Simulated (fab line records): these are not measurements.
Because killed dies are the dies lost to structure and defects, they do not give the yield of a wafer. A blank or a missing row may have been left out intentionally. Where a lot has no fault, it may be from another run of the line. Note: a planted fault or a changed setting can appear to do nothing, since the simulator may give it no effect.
Comparing a struck lot with a sound one :: flow n5Finfet :: 16 steps out of a route of 1938
Sound: wafers L419.1, L419.4, L419.6. Struck: wafer L407.5; the same lot's L407.4 was not struck, so it is left out; see the end for the cause.
Per side, at each step with rows, come the tool, then ch with its chambers, and then its first start. Under that, the readings that differ: sound wafers :: struck wafers :: difference of the means :: sigmas: that difference in standard deviations of wafers without a fault.
alike: readings with means less than 2 such deviations apart, plus words and numbers identical on both sides. not compared: withheld readings, readings lacking a value on some wafer, bounds such as >300 that could conceal the same value, and numbers that have no deviation in the record and whose values overlap.
Wherever a step has rows on one side only, a row that says differs or no value, or a row with sigmas, the two part there. Non-overlapping numbers with no deviation appear without sigmas and do not part them. Lack of a reading on every wafer of one side parts them only where that side has two or more wafers.

first, 2 steps without rows for these wafers: N5_BEOL_M0_SAQP_SRD_93 (time 30 s); N5_BEOL_M0_SAQP_RECESS_114 (chemistry HF/NH3, target SiO2, target depth 14.4 nm, afs cycles 3, sublimation time 60 s).
N5_BEOL_M0_SAQP_SPACER1_ALD_98: deposits SiO2, target thk 12.8 nm, pulse time 1 s, purge time 2 s.
  sound on aldSin-03 ch 1,2,3, day 9 16:23; struck on aldSin-01 ch 1, day 6 10:03
  alike: heaterPowerW, precursorPulseHeightRel
N5_BEOL_M0_SAQP_SPACER1_ETCHBACK_99: etches SiO2 in CHF3/O2, target depth 15.4 nm, time 7.7 s.
  sound on rieDiel-05 ch 0,2, day 9 16:52; struck on rieDiel-02 ch 0, day 6 10:38
reading: showerheadPlenumPTorr (Torr)
sound: 2.47 2.50 2.47
struck: 2.30
difference: -0.18
sigmas: -2
  alike: drypumpMotorCurrentA, oesProductAu, rfVppV, throttleValvePct
  not compared: rfHoursCounterH
then, 1 step without rows for these wafers: N5_BEOL_M0_SAQP_MANDREL1_REMOVE_100 (chemistry HBr/Cl2/O2, target a-Si, stops on SiNx, bt time 10 s).
N5_BEOL_M0_SAQP_CD_MEAS_25: the cd target is 13.1 nm.
  sound on cdSem-03 ch 0, day 9 17:04; struck on cdSem-02 ch 0, day 6 10:51
  alike: cdNm
then, 1 step without rows for these wafers: N5_BEOL_M0_SAQP_ETCH_101 (etches SiNx in CH3F/O2, target depth 29.9 nm, time 42.7 s).
N5_BEOL_M0_SAQP_ETCH_102: etches SiO2 in CF4, target depth 4 nm, time 4.4 s.
  sound on rieSi-02 ch 0,1,3, day 9 17:17; struck on rieSi-05 ch 2, day 6 10:59
  alike: drypumpMotorCurrentA, heBacksideLeakSccm, oesProductAu, throttleValvePct
  not compared: rfHoursCounterH
then, 1 step without rows for these wafers: N5_BEOL_M0_SAQP_MANDREL_ETCH_103 (etches a-Si in HBr/Cl2, stops on SiCN, target depth 45 nm, bt time 10 s, time 27 s).
N5_BEOL_M0_SAQP_RECESS_104: chemistry HF/NH3, target SiO2, target depth 18 nm, afs cycles 3, sublimation time 60 s.
  sound on vaporEtch-02 ch 0,1, day 9 17:25; struck on vaporEtch-01 ch 0, day 6 11:13
reading: drypumpMotorCurrentA (A)
sound: 6.04 5.96 5.96
struck: 5.33
difference: -0.66
sigmas: -2
then, 2 steps without rows for these wafers: N5_BEOL_M0_SAQP_COAT_105 (time 60 s, resist thk 100 nm); N5_BEOL_M0_SAQP_ETCH_106 (etches SOC in N2/H2, stops on SiNx, target depth 150 nm).
N5_BEOL_M0_SAQP_ETCH_107: etches SiNx in CH3F/O2, target depth 30 nm.
  sound on rieDiel-06 ch 1,2,3, day 9 18:04; struck on rieDiel-05 ch 0, day 6 11:37
reading: model.BEOL_M0_SAQP.featureDepthNm (nm)
sound: 29.8 29.8 29.8
struck: 25
difference: -5
sigmas: 
  alike: drypumpMotorCurrentA, oesProductAu, rfVppV, showerheadPlenumPTorr, throttleValvePct
  not compared: rfHoursCounterH, model.SOC_of_BEOL_M0_SAQP_COAT_105.thkNm
N5_BEOL_M0_SAQP_STRIP_108: strips in N2/H2.
  sound on rieDiel-06 ch 1,2,3, day 9 18:07; struck on rieDiel-05 ch 0, day 6 11:39
  alike: drypumpMotorCurrentA, oesProductAu, rfVppV, showerheadPlenumPTorr, throttleValvePct
  not compared: rfHoursCounterH
-- a jump in the record: the struck wafers' starts before and after are 2 days apart (it breaks off in module BEOL_M0_SAQP and resumes in module BEOL_M4, where the first step shown is number 1111 of the route) --
N5_BEOL_M4_RC_MEAS_101:
  sound on prober-01 ch 0, day 12 06:48; struck on prober-02 ch 0, day 8 15:16
  alike: DIBL_N, DIBL_P, IOFF_N, IOFF_P, ION_N, ION_P, SS_N, SS_P, VT_N, VT_P
-- here the record skips 4 days between the struck wafers' starts before and after, leaving off in module BEOL_M4 and picking up in module PASSIVATION (first step shown: number 1936 of the route) --
N5_PASSIVATION_PROBE_49:
  sound on prober-02 at day 16 22:41; struck on prober-01 at day 13 00:04
reading: defectLimitedYield (%)
sound: 92.0 93.4 93.6
struck: 89.5
difference: -3.5
sigmas: -2

reading: killed_at_M0_to_M3
sound: 35 24 29
struck: 52
difference: +23
sigmas: +2

reading: killedDies
sound: 94 78 76
struck: 124
difference: +41
sigmas: +3

reading: killedShort
sound: 27 31 24
struck: 45
difference: +18
sigmas: +2

reading: sort_bin_5_function (%)
sound: 5.1 3.6 4.4
struck: 6.5
difference: +2.1
sigmas: +2

reading: sortNPass
sound: 1086 1102 1104
struck: 1056
difference: -41
sigmas: -3

reading: sortYieldPct (%)
sound: 92.0 93.4 93.6
struck: 89.5
difference: -3.5
sigmas: -2
  alike: killed_at_M4_up, killedAtContacts, killedAtFrontEnd, killedAtOther, killedOnRim, killedOpen, sort_bin_6_memory

WHERE THEY PART
Earliest at N5_BEOL_M0_SAQP_SPACER1_ETCHBACK_99; latest, in this record, at N5_PASSIVATION_PROBE_49.

WHY: whatever the simulator had introduced
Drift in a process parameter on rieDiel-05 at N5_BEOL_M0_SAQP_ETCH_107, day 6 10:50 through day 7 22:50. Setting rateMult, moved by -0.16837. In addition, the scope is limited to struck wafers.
